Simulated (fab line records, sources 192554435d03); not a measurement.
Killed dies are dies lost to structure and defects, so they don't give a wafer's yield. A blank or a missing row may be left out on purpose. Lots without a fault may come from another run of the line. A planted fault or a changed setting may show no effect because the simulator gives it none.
Which tool did it? | flow n5_finfet | 24 lots, 72 wafers sampled, at 6 steps of a route of 1938

WHAT THE GAUGES READ, wafer by wafer
The record holds no reading of a measuring or inspecting step that can be judged against a usual standard deviation.

WHICH TOOL RAN EACH LOT (tool, then ch and the chambers of the sampled wafers, then the start)
lot  | N5_BEOL_M4_ANNEAL_89         | N5_BEOL_M4_SPUTTER_94        | N5_BEOL_M4_ANNEAL_51             | N5_BEOL_M5_ETCH_72                 | N5_BEOL_M5_DEGAS_44          | N5_BEOL_M5_SPUTTER_90
L074 | pvd_sputter-01, day 8 12:56  | pvd_sputter-01, day 8 13:31  | rtp_anneal-02 ch 0, day 8 13:58  | rie_diel-04 ch 1,2,3, day 8 17:51  | pvd_sputter-02, day 8 22:38  | pvd_sputter-01, day 9 03:49
L076 | pvd_sputter-03, day 8 16:20  | pvd_sputter-03, day 8 16:55  | rtp_anneal-02 ch 0, day 8 17:25  | rie_diel-03 ch 0,1,3, day 8 23:11  | pvd_sputter-01, day 9 04:52  | pvd_sputter-01, day 9 10:09
L077 | pvd_sputter-01, day 8 19:39  | pvd_sputter-01, day 8 20:14  | rtp_anneal-02 ch 0, day 8 20:39  | rie_diel-04 ch 0,2, day 9 00:28    | pvd_sputter-03, day 9 05:59  | pvd_sputter-03, day 9 10:58
L075 | pvd_sputter-03, day 8 21:20  | pvd_sputter-03, day 8 21:55  | rtp_anneal-02 ch 0, day 8 22:20  | rie_diel-02 ch 0,1,2, day 9 02:47  | pvd_sputter-02, day 9 06:13  | pvd_sputter-02, day 9 12:44
L079 | pvd_sputter-03, day 9 00:58  | pvd_sputter-03, day 9 01:33  | rtp_anneal-01 ch 0, day 9 01:58  | rie_diel-04 ch 0,2, day 9 06:22    | pvd_sputter-03, day 9 12:26  | pvd_sputter-03, day 9 19:28
L078 | pvd_sputter-02, day 9 05:16  | pvd_sputter-02, day 9 05:51  | rtp_anneal-01 ch 0, day 9 06:28  | rie_diel-02 ch 0,1, day 9 11:48    | pvd_sputter-01, day 9 15:19  | pvd_sputter-01, day 9 20:14
L080 | pvd_sputter-02, day 9 07:29  | pvd_sputter-02, day 9 08:04  | rtp_anneal-02 ch 0, day 9 08:39  | rie_diel-02 ch 0,2, day 9 12:30    | pvd_sputter-01, day 9 15:14  | pvd_sputter-02, day 9 20:13
L081 | pvd_sputter-01, day 10 05:11 | pvd_sputter-01, day 10 05:46 | rtp_anneal-01 ch 0, day 10 06:25 | rie_diel-03 ch 0,1,2, day 10 10:25 | pvd_sputter-02, day 10 13:26 | pvd_sputter-01, day 10 19:14
L082 | pvd_sputter-02, day 10 08:44 | pvd_sputter-02, day 10 09:19 | rtp_anneal-02 ch 0, day 10 09:56 | rie_diel-02 ch 1,2,3, day 10 13:28 | pvd_sputter-02, day 10 16:30 | pvd_sputter-03, day 11 03:21
L083 | pvd_sputter-02, day 10 11:32 | pvd_sputter-02, day 10 12:07 | rtp_anneal-02 ch 0, day 10 12:34 | rie_diel-04 ch 0,1,2, day 10 16:47 | pvd_sputter-02, day 10 19:49 | pvd_sputter-01, day 11 00:57
L084 | pvd_sputter-03, day 10 11:52 | pvd_sputter-03, day 10 12:27 | rtp_anneal-01 ch 0, day 10 12:56 | rie_diel-02 ch 0,3, day 10 17:10   | pvd_sputter-02, day 10 19:59 | pvd_sputter-02, day 11 01:04
L086 | pvd_sputter-02, day 11 15:05 | pvd_sputter-02, day 11 15:40 | rtp_anneal-01 ch 0, day 11 16:20 | rie_diel-03 ch 0,3, day 11 19:54   | pvd_sputter-01, day 11 23:29 | pvd_sputter-03, day 12 04:39
L088 | pvd_sputter-03, day 11 15:05 | pvd_sputter-03, day 11 15:40 | rtp_anneal-01 ch 0, day 11 16:45 | rie_diel-02 ch 2,3, day 11 20:07   | pvd_sputter-03, day 11 23:32 | pvd_sputter-02, day 12 05:01
L087 | pvd_sputter-01, day 11 17:19 | pvd_sputter-01, day 11 17:53 | rtp_anneal-02 ch 0, day 11 18:22 | rie_diel-02 ch 0,2, day 11 22:44   | pvd_sputter-01, day 12 01:17 | pvd_sputter-01, day 12 06:16
L085 | pvd_sputter-03, day 11 17:56 | pvd_sputter-03, day 11 18:31 | rtp_anneal-01 ch 0, day 11 19:18 | rie_diel-02 ch 0,2,3, day 11 22:58 | pvd_sputter-03, day 12 04:51 | pvd_sputter-02, day 12 09:51
L090 | pvd_sputter-03, day 11 20:44 | pvd_sputter-03, day 11 21:19 | rtp_anneal-01 ch 0, day 11 21:44 | rie_diel-04 ch 1,2,3, day 12 01:04 | pvd_sputter-03, day 12 06:11 | pvd_sputter-01, day 12 11:32
L089 | pvd_sputter-02, day 11 21:19 | pvd_sputter-02, day 11 21:53 | rtp_anneal-01 ch 0, day 11 22:19 | rie_diel-04 ch 0,1,3, day 12 02:14 | pvd_sputter-03, day 12 06:26 | pvd_sputter-03, day 12 13:54
L092 | pvd_sputter-03, day 12 08:14 | pvd_sputter-03, day 12 08:49 | rtp_anneal-02 ch 0, day 12 09:16 | rie_diel-04 ch 2,3, day 12 12:53   | pvd_sputter-02, day 12 16:11 | pvd_sputter-01, day 12 21:05
L091 | pvd_sputter-02, day 12 12:25 | pvd_sputter-02, day 12 12:59 | rtp_anneal-01 ch 0, day 12 15:19 | rie_diel-02 ch 2,3, day 12 19:40   | pvd_sputter-01, day 12 23:20 | pvd_sputter-01, day 13 04:17
L093 | pvd_sputter-02, day 13 04:57 | pvd_sputter-02, day 13 05:32 | rtp_anneal-01 ch 0, day 13 07:40 | rie_diel-03 ch 0,2,3, day 13 11:48 | pvd_sputter-02, day 13 16:08 | pvd_sputter-01, day 13 21:24
L095 | pvd_sputter-01, day 13 05:39 | pvd_sputter-01, day 13 06:14 | rtp_anneal-01 ch 0, day 13 08:12 | rie_diel-03 ch 0,1, day 13 12:02   | pvd_sputter-02, day 13 16:13 | pvd_sputter-02, day 13 21:10
L094 | pvd_sputter-02, day 13 07:04 | pvd_sputter-02, day 13 07:39 | rtp_anneal-01 ch 0, day 13 08:53 | rie_diel-02 ch 2,3, day 13 12:35   | pvd_sputter-03, day 13 16:30 | pvd_sputter-03, day 13 21:55
L096 | pvd_sputter-01, day 13 16:10 | pvd_sputter-01, day 13 16:45 | rtp_anneal-01 ch 0, day 13 20:23 | rie_diel-03 ch 0,1, day 14 00:34   | pvd_sputter-01, day 14 03:22 | pvd_sputter-01, day 14 09:41
L097 | pvd_sputter-03, day 14 15:03 | pvd_sputter-03, day 14 15:38 | rtp_anneal-01 ch 0, day 14 19:09 | rie_diel-03 ch 2,3, day 14 22:36   | pvd_sputter-02, day 15 01:36 | pvd_sputter-02, day 15 07:05
- N5_BEOL_M4_ANNEAL_89: time 240 s.
- N5_BEOL_M4_SPUTTER_94: material Cu, target thk 4.5 nm, time 8.29 s.
- N5_BEOL_M4_ANNEAL_51: time 90 s.
- N5_BEOL_M5_ETCH_72: etches underlayer in N2/H2, target depth 6.5 nm, time 5.2 s.
- N5_BEOL_M5_DEGAS_44: time 60 s.
- N5_BEOL_M5_SPUTTER_90: material Cu, target thk 4.5 nm, time 8.29 s.

WHAT THE TOOLS THEMSELVES READ (means of the sampled wafers that have a number; where no wafer has one, the mark that the record gives instead)
N5_BEOL_M4_ANNEAL_89. Usual: heater_power_w 829 W, standard deviation 60; susceptor_temp_C 400.00 C, standard deviation 0.22; susceptor_temp_C_max 400.9, standard deviation 0.38.
lot  | tool           | heater_power_w (W) | susceptor_temp_C (C) | susceptor_temp_C_max | flag
L074 | pvd_sputter-01 | 812                | 400.07               | 400.8                |
L076 | pvd_sputter-03 | 773                | 399.81               | 400.7                |
L077 | pvd_sputter-01 | 787                | 400.23               | 400.9                |
L075 | pvd_sputter-03 | 810                | 400.00               | 401.1                |
L079 | pvd_sputter-03 | 826                | 400.10               | 401.0                |
L078 | pvd_sputter-02 | 826                | 400.15               | 401.1                |
L080 | pvd_sputter-02 | 856                | 399.91               | 400.8                |
L081 | pvd_sputter-01 | 819                | 399.96               | 400.8                |
L082 | pvd_sputter-02 | 877                | 400.06               | 401.3                |
L083 | pvd_sputter-02 | 856                | 399.97               | 400.8                |
L084 | pvd_sputter-03 | 830                | 400.24               | 401.2                |
L086 | pvd_sputter-02 | 826                | 399.83               | 400.9                |
L088 | pvd_sputter-03 | 821                | 400.12               | 401.1                |
L087 | pvd_sputter-01 | 817                | 399.92               | 400.7                |
L085 | pvd_sputter-03 | 767                | 400.12               | 401.1                |
L090 | pvd_sputter-03 | 833                | 400.00               | 401.1                |
L089 | pvd_sputter-02 | 875                | 400.16               | 401.3                |
L092 | pvd_sputter-03 | 818                | 399.96               | 401.0                |
L091 | pvd_sputter-02 | 857                | 400.07               | 401.1                |
L093 | pvd_sputter-02 | 866                | 399.89               | 401.0                |
L095 | pvd_sputter-01 | 795                | 400.07               | 400.7                |
L094 | pvd_sputter-02 | 846                | 399.96               | 400.8                |
L096 | pvd_sputter-01 | 811                | 400.13               | 400.9                |
L097 | pvd_sputter-03 | 815                | 400.18               | 401.2                |

N5_BEOL_M4_SPUTTER_94. Usual: susceptor_temp_C -19.99 C, standard deviation 0.11; throttle_valve_pct 30.0 %, standard deviation 0.8.
lot  | tool           | susceptor_temp_C (C) | throttle_valve_pct (%) | flag
L074 | pvd_sputter-01 | -19.99               | 29.3                   |
L076 | pvd_sputter-03 | -19.91               | 30.5                   |
L077 | pvd_sputter-01 | -20.13               | 30.1                   |
L075 | pvd_sputter-03 | -19.96               | 30.9                   |
L079 | pvd_sputter-03 | -19.99               | 30.7                   |
L078 | pvd_sputter-02 | -19.95               | 29.4                   |
L080 | pvd_sputter-02 | -20.13               | 29.8                   |
L081 | pvd_sputter-01 | -19.91               | 29.3                   |
L082 | pvd_sputter-02 | -20.08               | 29.8                   |
L083 | pvd_sputter-02 | -20.08               | 29.9                   |
L084 | pvd_sputter-03 | -20.02               | 30.5                   |
L086 | pvd_sputter-02 | -20.01               | 29.4                   |
L088 | pvd_sputter-03 | -20.02               | 30.7                   |
L087 | pvd_sputter-01 | -20.05               | 28.9                   |
L085 | pvd_sputter-03 | -20.02               | 30.8                   |
L090 | pvd_sputter-03 | -19.99               | 30.6                   |
L089 | pvd_sputter-02 | -20.05               | 29.9                   |
L092 | pvd_sputter-03 | -19.92               | 30.8                   |
L091 | pvd_sputter-02 | -19.92               | 29.2                   |
L093 | pvd_sputter-02 | -19.98               | 29.7                   |
L095 | pvd_sputter-01 | -19.96               | 30.0                   |
L094 | pvd_sputter-02 | -19.99               | 29.0                   |
L096 | pvd_sputter-01 | -19.97               | 29.3                   |
L097 | pvd_sputter-03 | -20.00               | 30.7                   |

N5_BEOL_M4_ANNEAL_51. Usual: anneal_temp_c_max 226.25, standard deviation 0.26; wafer_temp_C_max 226.3, standard deviation 0.58.
lot  | tool          | anneal_temp_c_max | wafer_temp_C_max | flag
L074 | rtp_anneal-02 | 225.99            | 226.9            |
L076 | rtp_anneal-02 | 226.50            | 227.7            |
L077 | rtp_anneal-02 | 225.91            | 226.6            |
L075 | rtp_anneal-02 | 226.56            | 226.6            |
L079 | rtp_anneal-01 | 226.26            | 226.0            |
L078 | rtp_anneal-01 | 226.17            | 226.0            |
L080 | rtp_anneal-02 | 226.09            | 226.7            |
L081 | rtp_anneal-01 | 226.52            | 226.0            |
L082 | rtp_anneal-02 | 225.94            | 227.3            |
L083 | rtp_anneal-02 | 225.96            | 227.1            |
L084 | rtp_anneal-01 | 226.13            | 225.9            |
L086 | rtp_anneal-01 | 226.27            | 226.2            |
L088 | rtp_anneal-01 | 226.62            | 226.0            |
L087 | rtp_anneal-02 | 225.89            | 226.8            |
L085 | rtp_anneal-01 | 226.35            | 226.2            |
L090 | rtp_anneal-01 | 226.42            | 225.7            |
L089 | rtp_anneal-01 | 226.02            | 226.0            |
L092 | rtp_anneal-02 | 226.36            | 227.2            |
L091 | rtp_anneal-01 | 226.23            | 226.1            |
L093 | rtp_anneal-01 | 226.23            | 226.0            |
L095 | rtp_anneal-01 | 226.23            | 225.8            |
L094 | rtp_anneal-01 | 226.31            | 226.0            |
L096 | rtp_anneal-01 | 226.52            | 225.8            |
L097 | rtp_anneal-01 | 226.26            | 226.1            |

N5_BEOL_M5_ETCH_72. Usual: chamber_pressure_mTorr 30.00 mTorr, standard deviation 0.035; drypump_motor_current_A 5.8 A, standard deviation 0.62; etch_rf_on_time_s 5.22 s, standard deviation 0.12; oes_product_au 0.66 a.u., standard deviation 0.08; rf_vpp_V 523.6 V, standard deviation 2.6; showerhead_plenum_p_Torr 2.53 Torr, standard deviation 0.078; throttle_valve_pct 17.8 %, standard deviation 0.36.
lot  | tool        | chamber_pressure_mTorr (mTorr) | drypump_motor_current_A (A) | etch_rf_on_time_s (s) | oes_product_au (a.u.) | rf_vpp_V (V) | showerhead_plenum_p_Torr (Torr) | throttle_valve_pct (%) | flag
L074 | rie_diel-04 | 30.02                          | 5.6                         | 5.18                  | 0.66                  | 523.4        | 2.50                            | 17.7                   |
L076 | rie_diel-03 | 29.96                          | 5.7                         | 5.31                  | 0.61                  | 524.8        | 2.56                            | 17.8                   |
L077 | rie_diel-04 | 30.03                          | 5.4                         | 5.29                  | 0.63                  | 521.0        | 2.48                            | 17.7                   |
L075 | rie_diel-02 | 30.02                          | 5.7                         | 5.26                  | 0.66                  | 526.5        | 2.62                            | 18.1                   |
L079 | rie_diel-04 | 30.01                          | 5.4                         | 5.33                  | 0.63                  | 521.3        | 2.48                            | 17.6                   |
L078 | rie_diel-02 | 29.99                          | 6.0                         | 5.46                  | 0.58                  | 526.3        | 2.63                            | 18.4                   |
L080 | rie_diel-02 | 30.02                          | 5.0                         | 5.14                  | 0.73                  | 525.9        | 2.61                            | 17.9                   |
L081 | rie_diel-03 | 30.01                          | 5.7                         | 5.19                  | 0.60                  | 522.9        | 2.53                            | 17.9                   |
L082 | rie_diel-02 | 29.99                          | 6.0                         | 5.20                  | 0.70                  | 524.8        | 2.56                            | 17.7                   |
L083 | rie_diel-04 | 30.00                          | 5.5                         | 5.24                  | 0.65                  | 520.8        | 2.45                            | 17.7                   |
L084 | rie_diel-02 | 30.01                          | 6.1                         | 5.34                  | 0.63                  | 524.8        | 2.57                            | 18.1                   |
L086 | rie_diel-03 | 30.04                          | 5.6                         | 5.20                  | 0.71                  | 525.1        | 2.54                            | 17.8                   |
L088 | rie_diel-02 | 30.00                          | 6.0                         | 5.07                  | 0.73                  | 521.8        | 2.50                            | 17.4                   |
L087 | rie_diel-02 | 29.96                          | 5.4                         | 5.30                  | 0.64                  | 526.1        | 2.61                            | 18.3                   |
L085 | rie_diel-02 | 30.00                          | 5.7                         | 5.23                  | 0.68                  | 523.5        | 2.55                            | 17.9                   |
L090 | rie_diel-04 | 29.98                          | 5.6                         | 5.22                  | 0.63                  | 522.2        | 2.50                            | 17.7                   |
L089 | rie_diel-04 | 29.99                          | 5.8                         | 5.19                  | 0.65                  | 520.4        | 2.43                            | 17.8                   |
L092 | rie_diel-04 | 30.02                          | 5.9                         | 5.27                  | 0.60                  | 523.3        | 2.51                            | 17.7                   |
L091 | rie_diel-02 | 29.99                          | 6.0                         | 5.05                  | 0.72                  | 523.3        | 2.49                            | 17.4                   |
L093 | rie_diel-03 | 29.99                          | 5.5                         | 5.19                  | 0.69                  | 523.4        | 2.52                            | 17.9                   |
L095 | rie_diel-03 | 29.97                          | 5.9                         | 5.06                  | 0.81                  | 524.4        | 2.56                            | 17.4                   |
L094 | rie_diel-02 | 29.98                          | 6.0                         | 5.02                  | 0.72                  | 523.7        | 2.49                            | 17.4                   |
L096 | rie_diel-03 | 30.01                          | 5.9                         | 5.15                  | 0.79                  | 524.4        | 2.56                            | 17.4                   |
L097 | rie_diel-03 | 30.00                          | 5.7                         | 5.22                  | 0.61                  | 523.1        | 2.51                            | 18.0                   |

N5_BEOL_M5_DEGAS_44. Usual: heater_power_w 335 W, standard deviation 24; susceptor_temp_C 250.01 C, standard deviation 0.18.
lot  | tool           | heater_power_w (W) | susceptor_temp_C (C) | flag
L074 | pvd_sputter-02 | 337                | 249.97               |
L076 | pvd_sputter-01 | 320                | 249.82               |
L077 | pvd_sputter-03 | 335                | 250.08               |
L075 | pvd_sputter-02 | 352                | 250.04               |
L079 | pvd_sputter-03 | 308                | 250.00               |
L078 | pvd_sputter-01 | 336                | 250.23               |
L080 | pvd_sputter-01 | 328                | 250.04               |
L081 | pvd_sputter-02 | 328                | 249.90               |
L082 | pvd_sputter-02 | 331                | 250.06               |
L083 | pvd_sputter-02 | 326                | 249.98               |
L084 | pvd_sputter-02 | 349                | 250.09               |
L086 | pvd_sputter-01 | 329                | 250.01               |
L088 | pvd_sputter-03 | 358                | 250.30               |
L087 | pvd_sputter-01 | 328                | 250.18               |
L085 | pvd_sputter-03 | 309                | 249.95               |
L090 | pvd_sputter-03 | 334                | 250.06               |
L089 | pvd_sputter-03 | 340                | 249.92               |
L092 | pvd_sputter-02 | 342                | 249.98               |
L091 | pvd_sputter-01 | 332                | 250.02               |
L093 | pvd_sputter-02 | 350                | 249.92               |
L095 | pvd_sputter-02 | 344                | 249.76               |
L094 | pvd_sputter-03 | 330                | 249.85               |
L096 | pvd_sputter-01 | 321                | 249.76               |
L097 | pvd_sputter-02 | 352                | 250.17               |

N5_BEOL_M5_SPUTTER_90. Usual: susceptor_temp_C -20.00 C, standard deviation 0.1; throttle_valve_pct 29.8 %, standard deviation 0.86.
lot  | tool           | susceptor_temp_C (C) | throttle_valve_pct (%) | flag
L074 | pvd_sputter-01 | -19.98               | 29.5                   |
L076 | pvd_sputter-01 | -19.99               | 29.1                   |
L077 | pvd_sputter-03 | -20.04               | 31.0                   |
L075 | pvd_sputter-02 | -19.94               | 30.1                   |
L079 | pvd_sputter-03 | -19.95               | 30.7                   |
L078 | pvd_sputter-01 | -20.08               | 29.6                   |
L080 | pvd_sputter-02 | -19.97               | 29.5                   |
L081 | pvd_sputter-01 | -20.02               | 29.6                   |
L082 | pvd_sputter-03 | -19.93               | 30.9                   |
L083 | pvd_sputter-01 | -19.97               | 29.2                   |
L084 | pvd_sputter-02 | -19.97               | 29.9                   |
L086 | pvd_sputter-03 | -20.00               | 30.9                   |
L088 | pvd_sputter-02 | -19.93               | 29.4                   |
L087 | pvd_sputter-01 | -20.02               | 29.0                   |
L085 | pvd_sputter-02 | -19.94               | 29.3                   |
L090 | pvd_sputter-01 | -19.97               | 29.1                   |
L089 | pvd_sputter-03 | -20.11               | 31.0                   |
L092 | pvd_sputter-01 | -20.05               | 29.5                   |
L091 | pvd_sputter-01 | -20.01               | 29.3                   |
L093 | pvd_sputter-01 | -20.04               | 29.0                   |
L095 | pvd_sputter-02 | -20.09               | 30.3                   |
L094 | pvd_sputter-03 | -20.05               | 30.5                   |
L096 | pvd_sputter-01 | -19.98               | 29.7                   |
L097 | pvd_sputter-02 | -19.88               | 29.8                   |

THE ANSWER, worked out from the rows above alone
Rule: a lot is off if the mean of its wafers that have a number lies more than 3 standard deviations from the usual mean. A lot without any number at a reading at which 4 lots or more have one is off too. The other lots that the step has rows for count as sound. The gauges are gone through in route order, then the tools' own readings, and for those a lot's mean is taken as printed above. The first step at which some lot is off is used, and at that step the reading that is off furthest; a lot without a number counts as furthest.
No lot is off at any reading shown: from this, nothing can be told.

WHAT THE SIMULATOR HAD PUT IN
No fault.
